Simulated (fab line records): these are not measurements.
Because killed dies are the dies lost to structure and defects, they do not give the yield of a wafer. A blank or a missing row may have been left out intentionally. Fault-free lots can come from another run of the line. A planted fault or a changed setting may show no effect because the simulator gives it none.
fab line records	flow nand_harc	part 1 of 2: steps 1 to 4 of 6
record lots=22	wafers=66	last_day=33
route steps=1302 shown A_CONTACT@1020
lots that met no fault: taken from a fault-free run of the same line
start_h: start of the lot's first displayed wafer, in hours after the record's first day	wait_h: how many hours have passed since the lot's step before this one	" identical to the entry in the row above	L1.1+2: one row covering several wafers at once	- either no value or no given start	* or withheld: withheld	< > ~ a bound
route shown NAME@n: a module of which the file shows steps, and the number in the route of the first	usual: mean and standard deviation over wafers with no fault	same: alike in all rows	chamber/n: place in a boat	sites: per-site readings	_std_site: the values' standard deviation	_edge_site: outer sites' mean less inner sites'	radius_mm: for every site, how far away it sits from the centre of the wafer	mask NAME#n: copy n	behind: tool/chamber where the wafer was last shaped	hold: cause of the lot's hold/its duration in hours/its outcome	device: transistor that didn't switch, given as n, p or np	end of line: at the end of the route, the tests of the same wafers	a step with no rows: only its recipe	killed: count of dies lost to structure and defects at first sort (not the wafer's yield)	map: the dies of a wafer, with x for killed, . for not killed, _ for no die there
set.NAME: the run value of the setting; set.NAME@STEP: its run value at that earlier step	model.NAME: the simulator's own value behind a step, which no gauge read
a sample of lots followed through the steps of the route, with each step as a table and each wafer as a row
services: when a tool's chamber went out of use (start_h, in hours from the record's first day, below 0 if earlier), for how many hours, and the reason
## steps
# step NHARC_A_CONTACT_CD_MEAS_53
# usual cd_nm=289.6/0.76
lot.wafer	tool	chamber	start_h	wait_h	cd_nm
L075.1	cd_sem-03	-	507.18	-	290.5
L075.4	"	-	"	"	290.3
L075.5	"	-	"	"	290.5
L074.2	cd_sem-01	-	507.51	-	289.6
L074.5	"	-	"	"	289.7
L074.6	"	-	"	"	289.5
L076.1	cd_sem-02	-	522.04	-	289.2
L076.3	"	-	"	"	289.0
L076.5	"	-	"	"	289.9
L078.4	cd_sem-01	-	522.40	-	289.2
L078.5	"	-	"	"	288.1
L078.6	"	-	"	"	288.6
L077.1	cd_sem-02	-	537.75	-	290.1
L077.3	"	-	"	"	290.4
L077.6	"	-	"	"	290.3
L079.1	cd_sem-01	-	558.43	-	287.6
L079.3	"	-	"	"	287.4
L079.5	"	-	"	"	288.0
L081.2	cd_sem-01	-	577.90	-	289.2
L081.3	"	-	"	"	289.7
L081.5	"	-	"	"	289.4
L080.3	cd_sem-03	-	583.40	-	288.8
L080.4	"	-	"	"	288.9
L080.5	"	-	"	"	289.3
L083.2	cd_sem-02	-	584.77	-	290.0
L083.3	"	-	"	"	290.3
L083.5	"	-	"	"	290.5
L082.2	cd_sem-03	-	588.10	-	290.2
L082.5	"	-	"	"	289.6
L082.6	"	-	"	"	289.6
L084.4	cd_sem-03	-	599.98	-	289.2
L084.5	"	-	"	"	289.6
L084.6	"	-	"	"	289.4
L087.1	cd_sem-02	-	621.19	-	290.5
L087.2	"	-	"	"	290.0
L087.3	"	-	"	"	290.6
L089.2	cd_sem-01	-	636.94	-	290.0
L089.4	"	-	"	"	289.6
L089.5	"	-	"	"	290.1
L091.1	cd_sem-03	-	643.43	-	289.3
L091.3	"	-	"	"	288.9
L091.5	"	-	"	"	289.1
L090.1	cd_sem-02	-	644.84	-	290.2
L090.5	"	-	"	"	290.2
L090.6	"	-	"	"	290.4
L088.1	cd_sem-02	-	649.77	-	289.1
L088.2	"	-	"	"	289.0
L088.3	"	-	"	"	289.7
L092.1	cd_sem-02	-	668.18	-	290.4
L092.2	"	-	"	"	291.0
L092.5	"	-	"	"	290.7
L093.1	cd_sem-01	-	677.45	-	288.6
L093.3	"	-	"	"	288.3
L093.4	"	-	"	"	288.3
L095.3	cd_sem-01	-	694.48	-	290.5
L095.4	"	-	"	"	290.5
L095.5	"	-	"	"	290.6
L094.2	cd_sem-03	-	694.83	-	289.8
L094.4	"	-	"	"	290.3
L094.6	"	-	"	"	290.2
L096.1	cd_sem-03	-	706.60	-	289.1
L096.4	"	-	"	"	288.9
L096.5	"	-	"	"	288.9
L097.1	cd_sem-01	-	723.66	-	288.9
L097.2	"	-	"	"	289.2
L097.3	"	-	"	"	288.6
# step NHARC_A_CONTACT_ETCH_106
# recipe target_depth_a=900	overetch_a=90	time_s=49.5	ion_energy_ev=100	cf4_flow_sccm=80	o2_flow_sccm=20	ar_flow_sccm=0	rf_w=300	bias_w=100	chemistry=CF4/O2
# usual chamber_pressure_mTorr=29.998/0.027	drypump_motor_current_A=5.6/0.42	oes_product_au=1.002/0.0096	rf_vpp_V=197.6/1.5	showerhead_plenum_p_Torr=1.33/0.067	throttle_valve_pct=13.398/0.0096
lot.wafer	tool	chamber	start_h	wait_h	chamber_pressure_mTorr	drypump_motor_current_A	oes_product_au	rf_hours_counter_h	rf_vpp_V	showerhead_plenum_p_Torr	throttle_valve_pct
L075.4	rie_diel-11	2	516.78	0.1	30.010	5.8	0.987	9	195.6	1.26	13.387
L075.1	"	1	"	"	29.971	6.0	0.997	7	197.4	1.25	13.399
L075.5	"	3	"	"	29.967	5.0	1.012	-	198.6	1.39	13.396
L074.2	rie_diel-11	2	517.64	0.1	30.016	5.8	0.998	9	197.0	1.26	13.400
L074.6	"	2	"	"	30.031	5.7	0.998	-	197.4	1.26	13.401
L074.5	"	3	"	"	30.015	5.1	1.016	-	199.6	1.39	13.411
L076.1	rie_diel-11	0	531.68	0.1	29.988	5.4	1.010	11	199.6	1.41	13.399
L076.3	"	3	"	"	30.010	5.0	1.018	12	198.4	1.39	13.387
L076.5	"	1	"	"	29.964	6.1	1.010	-	195.0	1.25	13.394
L078.4	rie_diel-11	2	532.15	0.1	30.006	5.8	0.988	12	196.9	1.26	13.395
L078.6	"	1	"	"	30.028	6.1	1.009	-	195.8	1.25	13.405
L078.5	"	2	"	"	29.997	5.8	1.000	-	197.3	1.26	13.402
L077.3	rie_diel-05	1	549.32	0.1	29.966	5.8	0.999	54	198.6	1.41	13.401
L077.1	"	0	"	"	29.961	5.0	1.015	49	197.4	1.34	13.402
L077.6	"	2	"	"	29.991	5.9	1.010	-	198.2	1.35	13.382
L079.1	rie_diel-05	3	568.30	0.1	29.977	5.1	1.001	53	199.4	1.42	13.410
L079.3	"	2	"	"	30.001	5.9	1.005	58	198.2	1.35	13.424
L079.5	"	0	"	"	29.995	5.0	1.013	-	197.3	1.34	13.384
L081.2	rie_diel-11	2	589.70	0.1	29.980	5.8	0.995	22	197.3	1.26	13.389
L081.3	"	1	"	"	29.990	6.0	1.009	21	195.3	1.24	13.414
L081.5	"	2	"	"	30.028	5.8	0.995	-	196.3	1.26	13.406
L080.3	rie_diel-11	0	592.93	0.1	29.937	5.4	1.006	22	199.5	1.41	13.404
L080.4	"	2	"	"	30.021	5.8	0.989	22	195.4	1.26	13.389
L080.5	"	3	"	"	30.009	5.0	1.007	-	199.2	1.39	13.387
L083.3	rie_diel-11	2	594.45	0.1	30.038	5.8	0.994	22	196.4	1.26	13.390
L083.2	"	3	"	"	29.988	5.1	1.005	22	199.1	1.39	13.414
L083.5	"	2	"	"	29.986	5.8	0.986	-	195.3	1.26	13.389
L082.2	rie_diel-05	0	598.46	0.1	29.961	5.0	1.012	2	197.3	1.34	13.403
L082.6	"	0	"	"	30.023	5.0	0.997	-	198.3	1.34	13.418
L082.5	"	1	"	"	29.971	5.8	1.001	-	199.2	1.40	13.403
L084.4	rie_diel-05	2	613.21	0.1	29.995	5.9	1.015	6	196.9	1.35	13.393
L084.6	"	3	"	"	30.011	5.2	0.998	-	199.3	1.42	13.415
L084.5	"	0	"	"	30.018	5.0	0.995	-	197.9	1.34	13.397
L087.2	rie_diel-11	1	633.20	0.8	30.014	6.1	1.006	3	195.2	1.24	13.397
L087.1	"	2	"	"	29.944	5.8	1.004	4	195.5	1.26	13.393
L087.3	"	3	"	"	30.014	5.0	0.993	3	200.1	1.39	13.385
L089.2	rie_diel-11	3	647.86	0.1	29.993	5.0	0.995	5	198.7	1.39	13.389
L089.4	"	0	"	"	29.985	5.4	0.985	5	198.1	1.41	13.409
L089.5	"	1	"	"	30.046	6.0	1.000	-	195.5	1.24	13.407
L091.3	rie_diel-05	2	653.05	0.1	29.987	5.8	1.008	21	197.7	1.34	13.391
L091.1	"	0	"	"	29.977	5.0	1.003	20	197.4	1.34	13.389
L091.5	"	2	"	"	30.003	5.8	1.019	-	197.6	1.34	13.403
L090.1	rie_diel-01	1	658.24	0.0	30.007	5.2	0.986	29	197.9	1.29	13.390
L090.5	"	1	"	"	30.004	5.2	0.991	-	196.6	1.29	13.399
L090.6	"	2	"	"	30.039	6.4	0.990	-	195.9	1.25	13.406
L088.1	rie_diel-05	1	661.39	0.1	29.952	5.8	0.998	22	199.3	1.40	13.398
L088.3	"	2	"	"	29.971	5.9	1.015	24	200.0	1.34	13.407
L088.2	"	3	"	"	30.005	5.2	1.002	25	200.1	1.41	13.398
L092.2	rie_diel-01	3	680.13	0.1	30.037	5.8	1.007	43	196.9	1.33	13.405
L092.1	"	0	"	"	29.970	6.0	1.016	39	194.4	1.25	13.402
L092.5	"	3	"	"	30.043	5.8	1.008	-	196.9	1.33	13.386
L093.4	rie_diel-11	1	687.07	0.1	30.015	6.0	1.000	11	196.2	1.24	13.414
L093.1	"	2	"	"	30.016	5.8	1.004	13	197.9	1.26	13.397
L093.3	"	0	"	"	29.950	5.4	1.004	10	199.8	1.41	13.400
L095.3	rie_diel-11	0	704.25	0.1	30.018	5.4	1.006	15	199.1	1.41	13.398
L095.4	"	2	"	"	29.976	5.7	1.004	17	196.8	1.25	13.391
L095.5	"	3	"	"	29.995	5.0	1.003	-	197.1	1.38	13.399
L094.2	rie_diel-01	0	704.47	0.1	30.042	6.0	1.003	47	197.4	1.24	13.377
L094.4	"	1	"	"	29.967	5.2	0.998	46	197.1	1.29	13.404
L094.6	"	2	"	"	29.990	6.4	0.980	-	195.0	1.24	13.407
L096.1	rie_diel-11	2	716.20	0.1	29.984	5.8	1.001	19	195.3	1.25	13.413
L096.4	"	3	"	"	29.974	5.1	1.001	18	199.2	1.38	13.389
L096.5	"	1	"	"	29.994	6.0	0.992	-	196.5	1.24	13.404
L097.1	rie_diel-01	3	733.44	0.1	29.951	5.8	1.009	60	199.3	1.33	13.385
L097.2	"	0	"	"	30.017	6.0	1.003	54	196.0	1.24	13.379
L097.3	"	0	"	"	29.928	5.9	1.000	-	195.4	1.24	13.418
# step NHARC_A_CONTACT_ETCH_31
# recipe target_depth_a=28000	over_etch_frac=0.3	time_s=728	ion_energy_ev=150	o2_flow_sccm=400	cos_flow_sccm=20	ar_flow_sccm=0	rf_w=500	bias_w=300	chemistry=O2/COS
# usual chamber_pressure_mTorr=20.001/0.018	drypump_motor_current_A=5.7/0.4	oes_product_au=1.000/0.0097	rf_vpp_V=313.5/2.2	showerhead_plenum_p_Torr=3.08/0.15	throttle_valve_pct=28.331/0.0087
lot.wafer	tool	chamber	start_h	wait_h	chamber_pressure_mTorr	drypump_motor_current_A	oes_product_au	rf_hours_counter_h	rf_vpp_V	showerhead_plenum_p_Torr	throttle_valve_pct
L075.4	rie_diel-11	2	-	-	20.005	5.8	0.997	10	312.4	2.95	28.331
L075.1	"	3	"	"	19.993	5.0	1.011	10	316.0	3.25	28.336
L075.5	"	0	"	"	20.026	5.4	1.009	-	316.5	3.30	28.318
L074.2	rie_diel-01	3	-	-	20.016	5.8	0.998	25	314.6	3.14	28.332
L074.5	"	3	"	"	19.983	5.8	0.991	-	315.1	3.14	28.323
L074.6	"	0	"	"	19.989	5.9	1.005	-	311.5	2.95	28.329
L076.1	rie_diel-11	2	-	-	19.969	5.8	0.992	13	312.5	2.95	28.338
L076.3	"	0	"	"	20.008	5.4	1.026	12	317.1	3.30	28.327
L076.5	"	2	"	"	19.964	5.8	0.994	-	312.1	2.95	28.343
L078.4	rie_diel-01	0	-	-	19.977	5.9	1.015	47	312.4	2.94	28.340
L078.5	"	2	"	"	19.975	6.4	0.985	-	310.9	2.94	28.343
L078.6	"	3	"	"	19.991	5.8	0.981	-	312.7	3.14	28.324
L077.3	rie_diel-05	0	-	-	19.993	5.0	1.013	49	313.6	3.14	28.332
L077.1	"	2	"	"	20.020	5.9	1.007	53	312.8	3.16	28.340
L077.6	"	3	"	"	20.020	5.2	0.992	-	316.6	3.32	28.344
L079.3	rie_diel-11	2	-	-	20.034	5.8	0.997	18	310.6	2.95	28.319
L079.1	"	0	"	"	20.011	5.4	1.007	16	317.5	3.29	28.336
L079.5	"	3	"	"	19.974	5.1	1.016	-	315.8	3.24	28.333
L081.3	rie_diel-05	1	-	-	20.027	5.8	0.991	0	316.8	3.28	28.338
L081.2	"	0	"	"	19.990	5.0	0.995	0	313.4	3.14	28.333
L081.5	"	1	"	"	20.001	5.8	1.001	-	317.6	3.28	28.323
L080.3	rie_diel-11	2	-	-	20.027	5.8	0.992	24	310.8	2.95	28.342
L080.4	"	0	"	"	20.004	5.4	1.003	24	315.9	3.29	28.320
L080.5	"	2	"	"	19.997	5.8	1.002	-	312.0	2.95	28.335
L083.2	rie_diel-01	1	-	-	20.014	5.2	0.984	12	313.1	3.03	28.340
L083.3	"	2	"	"	19.998	6.4	0.992	11	311.8	2.93	28.331
L083.5	"	3	"	"	20.008	5.9	1.010	-	315.2	3.13	28.356
L082.2	rie_diel-11	2	-	-	20.022	5.8	0.993	25	310.3	2.95	28.342
L082.5	"	1	"	"	20.000	6.1	0.999	-	311.4	2.92	28.335
L082.6	"	2	"	"	19.977	5.8	1.005	-	311.3	2.95	28.332
L084.4	rie_diel-11	0	-	-	20.017	5.4	0.991	0	316.6	3.29	28.340
L084.5	"	1	"	"	19.988	6.1	1.002	-	310.2	2.92	28.328
L084.6	"	2	"	"	19.995	5.9	0.996	-	312.5	2.95	28.336
L087.2	rie_diel-01	2	-	-	19.974	6.4	0.990	27	311.2	2.92	28.333
L087.3	"	3	"	"	19.964	5.8	0.996	29	313.7	3.12	28.329
L087.1	"	0	"	"	19.980	6.0	1.007	26	311.4	2.93	28.335
L089.2	rie_diel-01	2	-	-	20.053	6.4	0.995	31	311.6	2.92	28.327
L089.4	"	1	"	"	20.005	5.2	0.996	29	313.3	3.02	28.340
L089.5	"	3	"	"	20.003	5.8	1.011	-	314.3	3.12	28.315
L091.1	rie_diel-11	2	-	-	20.002	5.8	1.009	7	312.1	2.94	28.343
L091.3	"	3	"	"	19.976	5.1	0.990	7	316.7	3.24	28.314
L091.5	"	0	"	"	20.032	5.4	0.986	-	316.1	3.29	28.323
L090.1	rie_diel-11	3	-	-	20.033	5.0	0.996	7	316.2	3.24	28.330
L090.5	"	2	"	"	20.008	5.8	1.006	-	311.8	2.94	28.327
L090.6	"	3	"	"	20.039	5.1	1.007	-	315.4	3.24	28.336
L088.2	rie_diel-05	1	-	-	19.995	5.8	1.001	22	315.5	3.27	28.324
L088.3	"	3	"	"	20.014	5.2	1.001	26	318.2	3.30	28.322
L088.1	"	0	"	"	19.987	5.0	0.994	24	313.6	3.13	28.333
L092.1	rie_diel-01	0	-	-	19.999	6.0	1.003	41	311.1	2.92	28.318
L092.2	"	1	"	"	19.993	5.2	0.988	40	312.4	3.02	28.336
L092.5	"	3	"	"	19.987	5.8	1.001	-	315.1	3.11	28.340
L093.4	rie_diel-11	1	-	-	20.004	6.0	1.002	12	311.9	2.91	28.346
L093.1	"	2	"	"	20.028	5.9	1.006	15	311.6	2.94	28.309
L093.3	"	3	"	"	19.986	5.1	1.003	14	316.6	3.23	28.332
L095.3	rie_diel-11	2	-	-	20.006	5.8	1.014	17	311.4	2.94	28.320
L095.4	"	3	"	"	19.987	5.0	1.007	17	315.1	3.23	28.326
L095.5	"	2	"	"	20.004	5.7	1.017	-	311.5	2.94	28.317
L094.2	rie_diel-05	1	-	-	20.022	5.8	0.997	38	315.6	3.26	28.329
L094.4	"	0	"	"	20.014	5.0	0.995	38	313.8	3.12	28.335
L094.6	"	2	"	"	19.995	5.9	1.006	-	314.6	3.13	28.326
L096.1	rie_diel-01	3	-	-	19.996	5.9	0.999	55	313.9	3.11	28.325
L096.4	"	1	"	"	20.000	5.2	0.997	-	312.3	3.01	28.331
L096.5	"	3	"	"	19.990	5.8	1.006	-	314.1	3.11	28.330
L097.3	rie_diel-11	1	-	-	19.991	6.1	0.997	20	310.5	2.91	28.331
L097.2	"	2	"	"	20.004	5.8	1.000	22	311.1	2.94	28.333
L097.1	"	0	"	"	20.023	5.4	1.003	20	316.5	3.28	28.327
# step NHARC_A_CONTACT_ETCH_98
# recipe target_depth_a=200	over_etch_frac=0.5	time_s=10	ion_energy_ev=250	c4f6_flow_sccm=25	o2_flow_sccm=20	ar_flow_sccm=500	rf_w=600	bias_w=500	chemistry=C4F6/O2
# usual chamber_pressure_mTorr=30.000/0.029	drypump_motor_current_A=5.6/0.4	oes_product_au=0.957/0.019	rf_vpp_V=546/3.8	showerhead_plenum_p_Torr=3.89/0.19	throttle_valve_pct=26.905/0.0083
lot.wafer	tool	chamber	start_h	wait_h	chamber_pressure_mTorr	drypump_motor_current_A	oes_product_au	rf_hours_counter_h	rf_vpp_V	showerhead_plenum_p_Torr	throttle_valve_pct
L075.1	rie_diel-11	0	-	-	29.997	5.4	0.960	10	550	4.14	26.913
L075.4	"	3	"	"	30.028	5.1	0.976	11	550	4.07	26.898
L075.5	"	0	"	"	30.007	5.4	0.954	-	551	4.14	26.900
L074.2	rie_diel-11	2	-	-	30.029	5.8	0.960	11	544	3.72	26.895
L074.5	"	0	"	"	29.998	5.4	0.945	-	552	4.14	26.909
L074.6	"	1	"	"	30.031	6.1	0.959	-	542	3.68	26.897
L076.1	rie_diel-05	1	-	-	29.983	5.8	0.951	52	550	4.12	26.914
L076.3	"	0	"	"	30.014	5.0	0.962	46	547	3.95	26.910
L076.5	"	2	"	"	30.035	5.9	0.967	-	548	3.97	26.897
L078.4	rie_diel-05	0	-	-	29.976	5.0	1.012	46	548	3.95	26.923
L078.6	"	2	"	"	30.017	5.9	1.008	-	547	3.97	26.909
L078.5	"	3	"	"	29.965	5.2	0.992	-	551	4.16	26.907
L077.3	rie_diel-01	0	-	-	30.000	6.0	0.952	55	541	3.70	26.917
L077.1	"	1	"	"	29.984	5.3	0.931	63	544	3.82	26.898
L077.6	"	3	"	"	30.042	5.8	0.940	-	548	3.94	26.899
L079.3	rie_diel-11	3	-	-	29.990	5.1	0.954	18	549	4.07	26.902
L079.1	"	1	"	"	30.014	6.1	0.933	17	541	3.68	26.909
L079.5	"	2	"	"	30.012	5.9	0.944	-	543	3.72	26.912
L081.2	rie_diel-11	2	-	-	30.023	5.8	0.943	23	543	3.71	26.909
L081.3	"	0	"	"	29.997	5.4	0.953	24	550	4.13	26.909
L081.5	"	1	"	"	29.984	6.1	0.944	-	540	3.68	26.903
L080.4	rie_diel-05	1	-	-	30.069	5.8	0.993	2	552	4.11	26.899
L080.3	"	3	"	"	29.984	5.2	0.986	2	550	4.15	26.914
L080.5	"	0	"	"	29.986	5.0	0.984	-	547	3.94	26.920
L083.2	rie_diel-11	1	-	-	29.979	6.1	0.930	23	540	3.67	26.898
L083.3	"	2	"	"	30.030	5.8	0.951	24	542	3.71	26.889
L083.5	"	2	"	"	29.962	5.8	0.957	-	542	3.71	26.906
L082.2	rie_diel-11	3	-	-	29.973	5.1	0.961	25	550	4.07	26.901
L082.6	"	1	"	"	30.037	6.0	0.955	-	541	3.67	26.903
L082.5	"	2	"	"	30.026	5.8	0.942	-	543	3.71	26.897
L084.4	rie_diel-11	1	-	-	29.985	6.1	0.964	1	542	3.67	26.894
L084.5	"	1	"	"	29.981	6.0	0.971	-	543	3.67	26.903
L084.6	"	2	"	"	29.988	5.9	0.964	-	540	3.71	26.906
L087.2	rie_diel-01	3	-	-	30.046	5.8	0.964	29	548	3.92	26.916
L087.1	"	0	"	"	29.977	6.0	0.968	27	544	3.69	26.901
L087.3	"	1	"	"	29.992	5.3	0.951	26	545	3.80	26.910
L089.2	rie_diel-11	0	-	-	29.965	5.4	0.935	7	549	4.12	26.889
L089.4	"	1	"	"	30.041	6.1	0.959	8	542	3.67	26.910
L089.5	"	0	"	"	29.968	5.4	0.935	-	552	4.12	26.905
L091.3	rie_diel-05	0	-	-	29.966	5.0	0.969	23	548	3.93	26.908
L091.1	"	2	"	"	30.057	5.9	0.955	23	547	3.95	26.895
L091.5	"	1	"	"	29.969	5.8	0.965	-	549	4.10	26.913
L090.1	rie_diel-01	0	-	-	30.039	6.0	0.972	34	542	3.68	26.901
L090.6	"	2	"	"	29.980	6.4	0.943	-	543	3.68	26.892
L090.5	"	3	"	"	30.044	5.8	0.958	-	546	3.92	26.912
L088.1	rie_diel-05	1	-	-	30.018	5.8	0.951	23	549	4.10	26.901
L088.2	"	2	"	"	30.019	5.9	0.948	25	546	3.94	26.894
L088.3	"	3	"	"	30.037	5.2	0.935	26	551	4.14	26.898
L092.2	rie_diel-11	3	-	-	30.016	5.1	0.999	12	549	4.06	26.904
L092.1	"	0	"	"	30.051	5.4	0.992	10	550	4.12	26.893
L092.5	"	3	"	"	30.014	5.1	0.992	-	548	4.06	26.910
L093.4	rie_diel-11	2	-	-	30.025	5.8	0.936	15	543	3.70	26.904
L093.3	"	0	"	"	29.993	5.4	0.937	12	549	4.12	26.909
L093.1	"	1	"	"	29.999	6.1	0.947	13	540	3.67	26.895
L095.3	rie_diel-11	1	-	-	29.980	6.1	0.947	16	541	3.66	26.903
L095.4	"	0	"	"	30.000	5.4	0.944	15	551	4.12	26.916
L095.5	"	2	"	"	29.984	5.8	0.948	-	543	3.70	26.898
L094.2	rie_diel-01	3	710.97	0.2	29.958	5.8	0.973	54	546	3.91	26.902
L094.4	"	1	"	"	29.941	5.2	0.963	-	545	3.79	26.903
L094.6	"	0	"	"	29.981	6.0	0.969	-	542	3.67	26.898
L096.1	rie_diel-11	1	-	-	29.950	6.1	0.947	17	543	3.66	26.909
L096.4	"	3	"	"	30.032	5.0	0.957	20	549	4.05	26.915
L096.5	"	1	"	"	29.976	6.1	0.940	-	543	3.66	26.909
L097.2	rie_diel-11	3	-	-	29.996	5.1	0.946	23	550	4.05	26.908
L097.3	"	1	"	"	30.045	6.1	0.953	20	542	3.66	26.907
L097.1	"	2	"	"	29.994	5.9	0.969	22	542	3.70	26.900
